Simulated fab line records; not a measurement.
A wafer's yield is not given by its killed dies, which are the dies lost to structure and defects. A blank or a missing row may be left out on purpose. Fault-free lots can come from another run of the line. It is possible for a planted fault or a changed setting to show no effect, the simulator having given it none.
Chamber matching || flow n5-finfet || N5_STI_FIN_REVEAL_CMP_04 on cmp-04 has 4 sister chambers
The step polishes, stops on Si3N4, t overpolish 4 s, target thk 131.83 nm. 20 wafers are shown with their chamber, then 10 later ones without.

WAFERS PAIRED WITH THEIR CHAMBERS
{"wafer": "L075.2", "chamber": 0, "motor-current-A (A)": 8.6, "time-to-endpoint-s (s)": 108, "overpolish-run-s (s)": 4.000}
{"wafer": "L075.5", "chamber": 0, "motor-current-A (A)": 8.0, "time-to-endpoint-s (s)": 107, "overpolish-run-s (s)": 3.996}
{"wafer": "L075.6", "chamber": 3, "motor-current-A (A)": 7.0, "time-to-endpoint-s (s)": 102, "overpolish-run-s (s)": 3.998}
{"wafer": "L080.3", "chamber": 0, "motor-current-A (A)": 8.4, "time-to-endpoint-s (s)": 104, "overpolish-run-s (s)": 3.989}
{"wafer": "L080.4", "chamber": 2, "motor-current-A (A)": 8.6, "time-to-endpoint-s (s)": 101, "overpolish-run-s (s)": 3.980}
{"wafer": "L080.5", "chamber": 0, "motor-current-A (A)": 8.2, "time-to-endpoint-s (s)": 104, "overpolish-run-s (s)": 4.011}
{"wafer": "L085.1", "chamber": 2, "motor-current-A (A)": 8.3, "time-to-endpoint-s (s)": 107, "overpolish-run-s (s)": 4.012}
{"wafer": "L085.4", "chamber": 3, "motor-current-A (A)": 7.5, "time-to-endpoint-s (s)": 104, "overpolish-run-s (s)": 3.987}
{"wafer": "L085.6", "chamber": 0, "motor-current-A (A)": 8.3, "time-to-endpoint-s (s)": 106, "overpolish-run-s (s)": 4.016}
{"wafer": "L086.1", "chamber": 0, "motor-current-A (A)": 8.0, "time-to-endpoint-s (s)": 110, "overpolish-run-s (s)": 3.988}
{"wafer": "L086.3", "chamber": 3, "motor-current-A (A)": 7.2, "time-to-endpoint-s (s)": 102, "overpolish-run-s (s)": 4.001}
{"wafer": "L086.5", "chamber": 3, "motor-current-A (A)": 7.7, "time-to-endpoint-s (s)": 105, "overpolish-run-s (s)": 4.014}
{"wafer": "L087.1", "chamber": 1, "motor-current-A (A)": 7.4, "time-to-endpoint-s (s)": 103, "overpolish-run-s (s)": 3.984}
{"wafer": "L087.4", "chamber": 2, "motor-current-A (A)": 8.5, "time-to-endpoint-s (s)": 104, "overpolish-run-s (s)": 3.998}
{"wafer": "L087.5", "chamber": 3, "motor-current-A (A)": 7.2, "time-to-endpoint-s (s)": 101, "overpolish-run-s (s)": 3.992}
{"wafer": "L088.1", "chamber": 1, "motor-current-A (A)": 7.2, "time-to-endpoint-s (s)": 100, "overpolish-run-s (s)": 3.991}
{"wafer": "L088.3", "chamber": 3, "motor-current-A (A)": 7.1, "time-to-endpoint-s (s)": 99, "overpolish-run-s (s)": 3.999}
{"wafer": "L088.4", "chamber": 0, "motor-current-A (A)": 7.9, "time-to-endpoint-s (s)": 107, "overpolish-run-s (s)": 3.991}
{"wafer": "L089.1", "chamber": 0, "motor-current-A (A)": 7.9, "time-to-endpoint-s (s)": 106, "overpolish-run-s (s)": 4.016}
{"wafer": "L089.4", "chamber": 3, "motor-current-A (A)": 7.1, "time-to-endpoint-s (s)": 99, "overpolish-run-s (s)": 3.997}

SIGNATURES, as means of the wafers listed above
{"reading": "motor-current-A", "chamber 0": 8.162, "chamber 1": 7.300, "chamber 2": 8.467, "chamber 3": 7.257, "scatter within a chamber": 0.238}
{"reading": "time-to-endpoint-s", "chamber 0": 106.50, "chamber 1": 101.50, "chamber 2": 104.00, "chamber 3": 101.71, "scatter within a chamber": 2.26}
{"reading": "overpolish-run-s", "chamber 0": 4.00087, "chamber 1": 3.98750, "chamber 2": 3.99667, "chamber 3": 3.99829, "scatter within a chamber": 0.011}
Rule: a wafer lies at a distance from a chamber equal to the root of the sum of squares, over the readings, of (its reading less the chamber's mean, divided by the reading's scatter). The wafer belongs to the nearest chamber; if the next one is less than 2 further off, it can't be placed. The scatter: the root of (the sum of the squares of (reading less its chamber's mean) over the shown wafers, divided by (wafers less chambers)).

WAFERS WHOSE CHAMBER IS MISSING
{"wafer": "L089.5", "motor-current-A (A)": 6.9, "time-to-endpoint-s (s)": 97, "overpolish-run-s (s)": 4.001}
{"wafer": "L094.2", "motor-current-A (A)": 8.1, "time-to-endpoint-s (s)": 108, "overpolish-run-s (s)": 3.990}
{"wafer": "L094.3", "motor-current-A (A)": 6.8, "time-to-endpoint-s (s)": 104, "overpolish-run-s (s)": 3.995}
{"wafer": "L094.5", "motor-current-A (A)": 8.9, "time-to-endpoint-s (s)": 108, "overpolish-run-s (s)": 3.989}
{"wafer": "L096.1", "motor-current-A (A)": 7.0, "time-to-endpoint-s (s)": 105, "overpolish-run-s (s)": 4.016}
{"wafer": "L096.3", "motor-current-A (A)": 8.3, "time-to-endpoint-s (s)": 108, "overpolish-run-s (s)": 4.004}
{"wafer": "L096.5", "motor-current-A (A)": 7.1, "time-to-endpoint-s (s)": 101, "overpolish-run-s (s)": 4.000}
{"wafer": "L097.1", "motor-current-A (A)": 8.0, "time-to-endpoint-s (s)": 106, "overpolish-run-s (s)": 3.999}
{"wafer": "L097.3", "motor-current-A (A)": 8.0, "time-to-endpoint-s (s)": 105, "overpolish-run-s (s)": 4.007}
{"wafer": "L097.5", "motor-current-A (A)": 7.5, "time-to-endpoint-s (s)": 100, "overpolish-run-s (s)": 3.999}

WHICH CHAMBER EACH WENT THROUGH
{"wafer": "L089.5", "from the rows above": "can't be placed: 3 or 1", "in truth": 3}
{"wafer": "L094.2", "from the rows above": "can't be placed: 0 or 2", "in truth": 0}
{"wafer": "L094.3", "from the rows above": "can't be placed: 3 or 1", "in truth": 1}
{"wafer": "L094.5", "from the rows above": "can't be placed: 2 or 0", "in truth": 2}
{"wafer": "L096.1", "from the rows above": "can't be placed: 3 or 1", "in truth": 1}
{"wafer": "L096.3", "from the rows above": "can't be placed: 0 or 2", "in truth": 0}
{"wafer": "L096.5", "from the rows above": "can't be placed: 3 or 1", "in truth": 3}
{"wafer": "L097.1", "from the rows above": "can't be placed: 0 or 2", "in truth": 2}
{"wafer": "L097.3", "from the rows above": "can't be placed: 0 or 2", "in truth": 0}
{"wafer": "L097.5", "from the rows above": "can't be placed: 3 or 1", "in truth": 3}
Placed correctly: 0 of 10. Unplaceable from these rows: 10, with the true chamber sitting among the candidates in 10. Number placed wrongly: 0.
